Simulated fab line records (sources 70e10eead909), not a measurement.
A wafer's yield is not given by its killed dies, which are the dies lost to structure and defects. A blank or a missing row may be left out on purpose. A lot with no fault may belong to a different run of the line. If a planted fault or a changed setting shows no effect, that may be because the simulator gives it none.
A lot that was struck, set against a sound lot | flow nand-harc | 20 steps out of a route of 1302
Sound: wafers L266.2, L266.5, L266.6. The struck wafers were L272.2, L272.3, L272.5. The cause is named last.
Order at every step that has rows: each side's tool, ch and its chambers, its first start. Under that, the readings that differ: sound wafers | struck wafers | difference of the means | sigmas: that difference in standard deviations of wafers without a fault.
alike: readings whose means differ by less than 2 such deviations, and words and numbers that are the same on both sides. not compared: withheld readings, readings that some wafer has no value for, bounds like >300 that may hide the same value, and numbers for which the record gives no deviation and whose values overlap.
A row with sigmas, a row that says differs or no value, or rows on one side alone: a step with any of these is where the two part. Numbers that have no deviation but don't overlap get no sigmas and don't part them. A reading missing from all wafers of one side parts the sides only when that side holds two or more wafers.

NHARC_A_BLC_CMP_25: polishes, t overpolish 30 s, target thk 150 nm.
  sound on cmp-02 ch 1,2, day 22 17:29; struck on cmp-02 ch 0,1,3, day 25 05:10
  alike: motor-current-A, overpolish-run-s, slurry-filter-dp-kPa, time-to-endpoint-s
then, 1 step without rows for these wafers: NHARC_A_BLC_SRD_27.
NHARC_A_BLC_INSPECT_28:
  sound: defect-inspect-02 at day 22 17:53; struck: defect-inspect-01 at day 25 05:32
  reading          | sound       | struck      | difference | sigmas
  raw-defect-count | 434 362 395 | 567 887 652 | +305       | +2
then, 8 steps without rows for these wafers: NHARC_A_M0_DEP_00 (deposits SiOC, target thk 150 nm); NHARC_A_M0_DEHYDRATE_01 (time 120 s); NHARC_A_M0_HMDS_02 (time 30 s); NHARC_A_M0_COAT_33 (time 65 s); NHARC_A_M0_COAT_03 (resist thk 90 nm); NHARC_A_M0_SOFTBAKE_04 (time 55 s); NHARC_A_M0_EBR_05; NHARC_A_M0_EXPOSE_06 (exposes mask A M0, target cd 80 nm).
NHARC_A_M0_PEB_07: peb time 65 s.
  sound on litho-track-01 ch 0, day 22 18:34; struck on litho-track-04 ch 0, day 25 06:20
  reading                  | sound               | struck               | difference | sigmas
  heater-power-total-W (W) | 156.2 157.1 157.0   | 165.9 166.2 165.5    | +9.1       | +22
  plate-temp-C (C)         | 100.05 99.84 100.21 | 104.21 104.03 103.88 | +4.01      | +29
  alike: exhaust-pa, resist-line-temp-C
then, 1 step without rows for these wafers: NHARC_A_M0_DEVELOP_08 (develop time 35 s).
NHARC_A_M0_CD_MEAS_09: target cd 80 nm.
  sound on cd-sem-03 ch 0, day 22 18:39; struck on cd-sem-02 ch 0, day 25 06:25
  reading    | sound          | struck         | difference | sigmas
  cd-nm (nm) | 79.9 81.8 80.2 | 96.4 95.4 94.9 | +14.9      | +17
NHARC_A_M0_OVL_MEAS_10: pitch 160 nm.
  sound: overlay-02 at day 22 18:44; struck: overlay-01 at day 25 06:31
  alike: overlay-x-nm, overlay-y-nm
NHARC_A_M0_INSPECT_11:
  sound: defect-inspect-01 at day 22 18:47; struck: defect-inspect-02 at day 25 06:34
  alike: raw-defect-count
NHARC_A_M0_DESCUM_14: chemistry O2, time 3 s.
  sound on rie-diel-05 ch 0,3, day 22 18:50; struck on rie-diel-04 ch 1,2,3, day 25 06:38
  reading               | sound             | struck            | difference | sigmas
  model.A_M0.cd-nm (nm) | 81.27 82.86 79.95 | 94.97 95.72 96.09 | +14.23     |
  alike: drypump-motor-current-A, oes-product-au, rf-vpp-V, showerhead-plenum-p-Torr, throttle-valve-pct
  not compared: rf-hours-counter-h
NHARC_A_M0_ETCH_34: etches the open film in N2/H2, target depth 40 nm, overetch 12 nm, time 43.94 s.
  sound on rie-diel-05 ch 0,1,2, day 22 18:56; struck on rie-diel-04 ch 0,1,3, day 25 06:43
  alike: bias-w, drypump-motor-current-A, oes-product-au, rf-vpp-V, showerhead-plenum-p-Torr, throttle-valve-pct
  not compared: rf-hours-counter-h
NHARC_A_M0_ETCH_15: etches the open film in C4F8/Ar, target depth 150 nm, overetch 15 nm, time 82.5 s.
  sound on rie-diel-05 ch 2,3; struck on rie-diel-04 ch 0,3
  reading               | sound             | struck            | difference | sigmas
  oes-product-au (a.u.) | 0.926 0.916 0.925 | 0.986 0.956 0.989 | +0.055     | +2
  model.A_M0.cd-nm (nm) | 80.91 82.85 80.07 | 94.21 95.59 96.58 | +14.18     |
  alike: bias-w, rf-vpp-V
  not compared: rf-hours-counter-h
NHARC_A_M0_CD_MEAS_16:
  sound: cd-sem-03 at day 22 19:08; struck: cd-sem-03 at day 25 06:55
  reading    | sound          | struck         | difference | sigmas
  cd-nm (nm) | 80.8 83.2 80.1 | 93.6 95.3 96.7 | +13.8      | +10

## WHERE THEY PART
At NHARC_A_BLC_INSPECT_28 first; at NHARC_A_M0_CD_MEAS_16 last (within this record only).

WHY: the cause the simulator had injected
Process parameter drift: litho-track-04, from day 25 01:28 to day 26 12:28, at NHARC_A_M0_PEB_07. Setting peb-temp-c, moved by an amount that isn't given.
